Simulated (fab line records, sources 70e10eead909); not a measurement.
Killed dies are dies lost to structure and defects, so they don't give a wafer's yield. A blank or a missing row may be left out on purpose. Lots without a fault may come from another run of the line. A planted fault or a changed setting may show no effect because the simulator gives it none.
One fault seen from 3 desks | flow nand_harc | each desk has only its own numbers; what lay behind them comes last

THE DEFECT DESK
What the inspections along the route counted, lot by lot: means of the sampled wafers that have a number. A lot is out of limits, marked OUT, if its mean lies more than 4 standard deviations from the usual mean; the brackets give that distance.
Columns: A = raw_defect_count at NHARC_P_GATE_INSPECT_28, usual 6.2
lot  | first seen here | A
L755 | day 6 00:36     | 6.3
L756 | day 6 07:58     | 8.0
L757 | day 6 16:52     | 4.3
L758 | day 7 04:39     | 5.7
L763 | day 9 05:53     | 3.0
L764 | day 9 14:29     | 8.0
L765 | day 9 21:10     | 6.7
L766 | day 10 10:56    | 28.3 (+7.9) OUT
L767 | day 11 08:54    | 21.7 (+5.5) OUT
L768 | day 11 09:20    | 8.0
L776 | day 14 18:23    | 5.3
This desk's finding: out of limits on L766, L767; first on L766, day 10 10:56 (raw_defect_count at NHARC_P_GATE_INSPECT_28). In limits: L755, L756, L757, L758, L763, L764, L765, L768, L776.

THE TOOL OWNER'S DESK: wet_bench-07
The tool's own readings at NHARC_P_GATE_PRECLEAN_70 (cleans in SC1): means of the sampled wafers that have a number, for each lot that ran on this tool. A lot is out of limits, marked OUT, if its mean lies more than 4 standard deviations from the usual mean; the brackets give that distance.
Columns: A = bath_guard_temp_C at NHARC_P_GATE_PRECLEAN_70, usual 50.1 C; B = nh4oh_flow_mL_min at NHARC_P_GATE_PRECLEAN_70, usual 28.30
lot  | first seen here | A    | B
L755 | day 4 22:32     | 50.5 | 28.37
L756 | day 5 05:56     | 50.5 | 28.27
L764 | day 8 11:40     | 50.1 | 28.23
L765 | day 8 21:45     | 50.4 | 28.24
L766 | day 9 09:01     | 50.1 | 28.26
L767 | day 10 07:35    | 50.3 | 28.39
L776 | day 13 12:35    | 50.4 | 28.31
This desk's finding: nothing out of limits on any of the 7 lots.

THE METROLOGY DESK
What the gauges read, lot by lot, whatever tool the lot ran on: means of the sampled wafers that have a number. A lot is out of limits, marked OUT, if its mean lies more than 4 standard deviations from the usual mean; the brackets give that distance.
Columns: A = cd_nm at NHARC_P_GATE_CD_MEAS_33, usual 120 nm
lot  | first seen here | A
L755 | day 6 01:27     | 119
L756 | day 6 08:50     | 123
L757 | day 6 17:44     | 120
L758 | day 7 05:31     | 120
L763 | day 9 06:49     | 121
L764 | day 9 15:21     | 120
L765 | day 9 22:01     | 117
L766 | day 10 11:47    | 123
L767 | day 11 09:49    | 120
L768 | day 11 10:11    | 119
L776 | day 14 19:15    | 120
This desk's finding: nothing out of limits on any of the 11 lots.

PUT TOGETHER
The defect desk could have raised an alarm at day 10 10:56, on L766, L767.
The tool owner's desk saw nothing out of limits.
The metrology desk saw nothing out of limits.
The tool owner's desk has L766, L767 on record, within its limits.
The metrology desk has L766, L767 on record, within its limits.
Of the lots named, all ran NHARC_P_GATE_PRECLEAN_70 on wet_bench-07.

WHAT THE SIMULATOR HAD PUT IN
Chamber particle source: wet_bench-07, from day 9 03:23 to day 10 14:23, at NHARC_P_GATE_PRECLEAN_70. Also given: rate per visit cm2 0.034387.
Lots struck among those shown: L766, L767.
Hours from the fault's start to each desk's first reading out of limits: the defect desk, 32.
